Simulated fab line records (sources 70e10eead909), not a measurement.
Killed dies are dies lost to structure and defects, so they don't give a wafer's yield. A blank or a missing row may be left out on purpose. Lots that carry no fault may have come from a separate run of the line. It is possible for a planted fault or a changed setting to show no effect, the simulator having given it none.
What tool caused it? | flow nandHarc | 72 wafers from 24 lots sampled at 2 of the route's 1302 steps

## WHAT THE GAUGES READ, wafer by wafer
NHARC_P_M0_THK_MEAS_24: measures by xrf.
lot  | measured     | on           | thkNm (nm)
L074 | day 6 06:09  | filmMetro-02 | 116.6 118.0 116.8
L075 | day 6 14:27  | filmMetro-01 | 118.5 114.1 116.7
L076 | day 7 05:22  | filmMetro-02 | 116.5 117.5 116.6
L077 | day 7 06:28  | filmMetro-02 | 114.1 116.4 112.2
L078 | day 7 23:03  | filmMetro-02 | 118.2 117.9 114.8
L079 | day 8 12:50  | filmMetro-02 | 117.8 117.1 117.1
L080 | day 8 22:25  | filmMetro-02 | 117.8 119.2 117.9
L081 | day 9 09:41  | filmMetro-02 | 119.3 115.8 118.7
L082 | day 9 16:20  | filmMetro-02 | 117.1 119.0 117.7
L083 | day 10 02:47 | filmMetro-02 | 117.4 119.5 119.9
L084 | day 10 11:34 | filmMetro-02 | 119.2 120.0 118.6
L085 | day 10 12:24 | filmMetro-01 | 118.8 118.3 116.7
L086 | day 11 12:38 | filmMetro-01 | 117.5 118.1 118.6
L087 | day 11 15:53 | filmMetro-01 | 120.7 119.0 117.3
L088 | day 12 03:49 | filmMetro-01 | 117.4 117.6 117.2
L089 | day 12 04:29 | filmMetro-01 | 116.8 117.0 118.9
L090 | day 12 22:30 | filmMetro-01 | 115.8 117.1 118.6
L091 | day 13 07:07 | filmMetro-02 | 117.6 117.9 117.2
L092 | day 13 22:25 | filmMetro-02 | 119.2 119.8 118.0
L093 | day 13 23:40 | filmMetro-01 | 120.4 119.6 118.1
L094 | day 14 13:26 | filmMetro-01 | 116.5 118.8 119.0
L095 | day 15 06:25 | filmMetro-02 | 117.4 117.1 115.7
L096 | day 15 09:04 | filmMetro-02 | 120.0 118.1 119.3
L097 | day 15 23:57 | filmMetro-02 | 120.2 121.1 119.0

NHARC_P_M1_CD_MEAS_09: target cd 130 nm.
lot  | measured     | on       | cdNm (nm)
L074 | day 6 07:44  | cdSem-03 | 131.8 131.3 131.9
L075 | day 6 15:59  | cdSem-03 | 130.7 130.1 129.7
L076 | day 7 07:04  | cdSem-01 | 130.8 131.1 131.5
L077 | day 7 08:04  | cdSem-03 | 129.7 129.2 129.4
L078 | day 8 00:34  | cdSem-01 | 130.8 130.8 132.0
L079 | day 8 14:23  | cdSem-01 | 130.3 129.8 129.8
L080 | day 8 23:58  | cdSem-02 | 129.8 130.0 130.9
L081 | day 9 11:07  | cdSem-01 | 131.0 130.9 130.9
L082 | day 9 17:46  | cdSem-03 | 130.1 130.1 130.1
L083 | day 10 04:21 | cdSem-01 | 129.8 130.2 130.6
L084 | day 10 13:06 | cdSem-01 | 129.0 130.0 129.6
L085 | day 10 13:56 | cdSem-01 | 129.3 129.5 129.0
L086 | day 11 14:11 | cdSem-03 | 131.1 131.1 130.3
L087 | day 11 17:26 | cdSem-03 | 130.2 130.1 129.9
L088 | day 12 05:21 | cdSem-01 | 130.7 130.7 130.0
L089 | day 12 06:01 | cdSem-01 | 129.3 129.3 129.7
L090 | day 12 23:55 | cdSem-01 | 129.4 130.7 130.8
L091 | day 13 08:32 | cdSem-01 | 129.8 130.7 130.0
L092 | day 13 23:58 | cdSem-02 | 129.7 130.9 130.3
L093 | day 14 01:07 | cdSem-03 | 130.0 130.5 130.4
L094 | day 14 14:58 | cdSem-01 | 130.2 129.8 129.6
L095 | day 15 07:51 | cdSem-03 | 129.4 130.0 129.6
L096 | day 15 10:36 | cdSem-02 | 129.6 129.7 129.4
L097 | day 16 01:31 | cdSem-02 | 129.5 129.5 128.7

## EACH LOT AND THE TOOL THAT RAN IT (in order: tool; ch and the chambers of the sampled wafers; start)
The record shows no process step preceding these readings.

## WHAT THE TOOLS THEMSELVES READ (means of the sampled wafers that have a number; where no wafer has one, the mark that the record gives instead)
The record holds no such reading with a usual standard deviation.

## THE ANSWER, worked out from the rows above alone
Rule: usual is defined by the lots themselves. The widest of any qualifying gaps counts: lots, ordered by their means at a reading, are off when they make up no more than a third of the lots, leave a main group of 4 or more, and stand apart from it by 3 or more times the standard deviation of that group's means. If all means in a main group match to the digits the tables above print for the reading, that group is not used. A lot without any number at a reading at which 4 lots or more have one is off too. All remaining lots with rows at the step are treated as sound. The gauges are gone through in route order, then the tools' own readings, and for those a lot's mean is taken as printed above. At the first step where some lot is off, the reading lying furthest off is the one used; lots without a number count as furthest.
None of the lots is off at any reading shown; this tells nothing.

## WHAT WAS PUT IN BY THE SIMULATOR
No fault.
